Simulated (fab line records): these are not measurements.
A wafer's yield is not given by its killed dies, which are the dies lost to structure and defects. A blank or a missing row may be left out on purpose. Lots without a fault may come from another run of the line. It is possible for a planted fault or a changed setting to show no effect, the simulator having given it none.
Struck lot and sound lot, side by side | flow n5Finfet | 16 steps out of a route of 1938
Sound: wafers L983.3, L983.5, L983.6. Struck: wafer L997.2; the same lot's L997.5 was not struck, so it is left out; see the end for the cause.
Per side, at each step with rows, come the tool, then ch with its chambers, and then its first start. Under that, the readings that differ: sound wafers | struck wafers | difference of the means | sigmas: that difference in standard deviations of wafers without a fault.
alike: readings whose means differ by less than 2 such deviations, and words and numbers that are the same on both sides. not compared: withheld readings, readings that some wafer has no value for, bounds like >300 that may hide the same value, and numbers for which the record gives no deviation and whose values overlap.
Wherever a step has rows on one side only, a row that says differs or no value, or a row with sigmas, the two part there. Non-overlapping numbers with no deviation appear without sigmas and do not part them. Lack of a reading on every wafer of one side parts them only where that side has two or more wafers.

N5_BEOL_M8_HM_DEP_02: deposits TiN, target thk 20 nm.
  sound on pvdSputter-03, day 10 16:58; struck on pvdSputter-03, day 14 00:25
reading            | sound             | struck | difference | sigmas
substrateTempC (C) | 24.89 24.87 25.05 | 25.21  | +0.27      | +2
  alike: throttleValvePct
then, 8 steps without rows for these wafers: N5_BEOL_M8_COAT_59 (time 60 s, resist thk 100 nm); N5_BEOL_M8_COAT_60 (time 60 s, resist thk 35 nm); N5_BEOL_M8_COAT_05 (resist thk 90 nm); N5_BEOL_M8_EBR_07; N5_BEOL_M8_SOFTBAKE_06 (time 60 s); N5_BEOL_M8_EXPOSE_08 (exposes mask M8); N5_BEOL_M8_PEB_09 (peb time 60 s); N5_BEOL_M8_DEVELOP_10 (develop time 30 s).
N5_BEOL_M8_CD_MEAS_11: the cd target is 38.5 nm.
  sound on cdSem-03 ch 0, day 10 17:28; struck on cdSem-01 ch 0, day 14 00:55
  alike: cdNm
N5_BEOL_M8_OVL_MEAS_12:
  sound on overlay-02 ch 0, day 10 17:29; struck on overlay-02 ch 0, day 14 00:56
  alike: M8_OVL
N5_BEOL_M8_INSPECT_13: inspects for defects (brightfield).
  sound on defectInspect-01, day 10 17:31; struck on defectInspect-01, day 14 00:58
  alike: rawDefectCount
N5_BEOL_M8_DESCUM_16: chemistry O2, time 7.9 s.
  sound on rieDiel-02 ch 1,2,3, day 10 17:35; struck on rieDiel-02 ch 2, day 14 01:05
reading                                     | sound        | struck | difference | sigmas
model.CAR-ArF_of_BEOL_M8_COAT_05.thkNm (nm) | 83.2 83.2 83 | 84.2   | +1.1       | 
  alike: drypumpMotorCurrentA, oesProductAu, rfVppV, showerheadPlenumPTorr, throttleValvePct
  not compared: rfHoursCounterH
N5_BEOL_M8_ETCH_61: etches SiARC in CF4, target depth 45.5 nm, time 75.8 s.
  sound on rieDiel-02 ch 1,2,3, day 10 17:37; struck on rieDiel-02 ch 2, day 14 01:08
reading                                     | sound          | struck | difference | sigmas
model.CAR-ArF_of_BEOL_M8_COAT_05.thkNm (nm) | 50.6 50.6 50.4 | 51.6   | +1.1       | 
  alike: drypumpMotorCurrentA, etchRfOnTimeS, oesProductAu, rfVppV, showerheadPlenumPTorr, throttleValvePct
  not compared: rfHoursCounterH
N5_BEOL_M8_ETCH_62: etches SOC in N2/H2, target depth 110 nm, overetch 22 nm, time 165 s.
  sound on rieDiel-02 ch 1,2,3, day 10 17:41; struck on rieDiel-02 ch 2, day 14 01:11
  alike: drypumpMotorCurrentA, oesProductAu, rfVppV, showerheadPlenumPTorr, throttleValvePct
  not compared: rfHoursCounterH
following that, these wafers have no rows for 1 step: N5_PASSIVATION_PROBE_49.

WHERE THEY PART
Only at N5_BEOL_M8_HM_DEP_02, within this record. Later steps at which nothing parts them and some readings are alike: N5_BEOL_M8_CD_MEAS_11, N5_BEOL_M8_OVL_MEAS_12, N5_BEOL_M8_INSPECT_13, N5_BEOL_M8_DESCUM_16, N5_BEOL_M8_ETCH_61, N5_BEOL_M8_ETCH_62.

WHY: whatever the simulator had introduced
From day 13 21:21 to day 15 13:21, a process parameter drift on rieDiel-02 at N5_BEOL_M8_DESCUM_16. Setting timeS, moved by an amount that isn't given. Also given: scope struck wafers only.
